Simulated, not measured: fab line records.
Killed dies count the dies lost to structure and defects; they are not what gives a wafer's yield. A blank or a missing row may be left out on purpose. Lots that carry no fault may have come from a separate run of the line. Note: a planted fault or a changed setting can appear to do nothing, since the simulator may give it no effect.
Chamber matching    flow nand harc    4 sister chambers for NHARC_A_CHANNEL_FILL_D2_ALD_02 on ald hk-03
The step deposits SiO2, target thk 6 nm, pulse time 10 s, ald cycles 60. 8 wafers are shown with their chamber, then 12 later ones without.

WAFERS WITH THEIR CHAMBER
wafer   chamber  heater power w (W)  precursor pulse height rel
L084.6  3        466                 1.018
L086.3  2        505                 0.980
L087.3  0        428                 1.012
L087.4  1        521                 1.028
L087.6  1        515                 0.992
L090.2  0        423                 0.970
L090.3  3        463                 1.001
L090.5  2        515                 1.010

WAFERS WITHOUT THEIR CHAMBER
wafer   heater power w (W)  precursor pulse height rel
L091.3  460                 1.012
L091.4  511                 1.038
L091.6  455                 0.978
L094.1  508                 1.010
L094.2  432                 0.991
L094.4  452                 0.998
L095.2  451                 1.001
L095.5  441                 1.002
L095.6  459                 1.005
L097.1  429                 0.996
L097.2  530                 1.027
L097.5  508                 1.002

CHAMBER TAKEN BY EACH
wafer   from the rows above      in truth
L091.3  3                        3
L091.4  can't be placed: 2 or 1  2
L091.6  3                        3
L094.1  can't be placed: 2 or 1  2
L094.2  0                        0
L094.4  3                        3
L095.2  3                        3
L095.5  can't be placed: 0 or 3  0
L095.6  3                        3
L097.1  0                        0
L097.2  can't be placed: 1 or 2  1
L097.5  can't be placed: 2 or 1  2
Correct placement for 7 of the 12. Unplaceable from these rows: 5, with the true chamber sitting among the candidates in 5. Number placed wrongly: 0.
How it was worked out, from the rows above alone: a wafer's distance from a chamber is the root of the sum, over the readings, of the square of ((its reading less the chamber's mean) divided by the reading's scatter). The wafer belongs to the nearest chamber; if the next one is less than 2 further off, it can't be placed. The mean given for a chamber averages the wafers shown for that chamber. The scatter: the root of (the sum of the squares of (reading less its chamber's mean) over the shown wafers, divided by (wafers less chambers)).
